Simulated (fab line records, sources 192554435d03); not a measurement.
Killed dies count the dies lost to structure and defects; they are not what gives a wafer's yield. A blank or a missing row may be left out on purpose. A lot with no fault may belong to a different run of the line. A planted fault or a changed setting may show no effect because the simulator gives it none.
Chamber matching -- flow n5-finfet -- 4 sister chambers for N5_BEOL_M7_STRIP_36 on rie-diel-03
The step strips in N2/H2. 4 wafers are shown with their chamber, then 12 later ones without.

## WAFERS WITH THEIR CHAMBER
wafer,chamber,drypump-motor-current-A (A)
L090.5,1,5.3
L089.1,2,6.0
L089.2,3,4.8
L089.3,0,6.0

## WAFERS WITHOUT THEIR CHAMBER
wafer,drypump-motor-current-A (A)
L089.4,6.0
L089.5,4.8
L089.6,6.0
L092.2,4.9
L092.3,5.9
L092.5,5.9
L094.2,4.8
L094.4,6.0
L094.5,5.9
L095.1,5.3
L095.2,5.9
L095.3,4.8

## WHICH CHAMBER EACH ONE RAN IN
wafer,from the rows above,in truth
L089.4,can't be placed: 0 or 2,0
L089.5,3,3
L089.6,can't be placed: 0 or 2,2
L092.2,3,3
L092.3,can't be placed: 0 or 2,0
L092.5,can't be placed: 0 or 2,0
L094.2,3,3
L094.4,can't be placed: 0 or 2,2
L094.5,can't be placed: 0 or 2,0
L095.1,1,1
L095.2,can't be placed: 0 or 2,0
L095.3,3,3
Correctly placed: 5 of 12. Not placeable from these rows: 7 (in 7, the candidates include the true chamber). Wrongly placed: 0.
How it was worked out, from the rows above alone: a wafer's distance from a chamber is the root of the sum, over the readings, of the square of ((its reading less the chamber's mean) divided by the reading's scatter). If the next closest chamber is less than 2 further off than the closest, the wafer can't be placed; otherwise it belongs to the closest. Each chamber's mean is taken over the wafers shown for it. The scatter (one wafer shown for each chamber): square how far every hidden wafer sits from the nearest shown wafer, average those squares and take the square root.
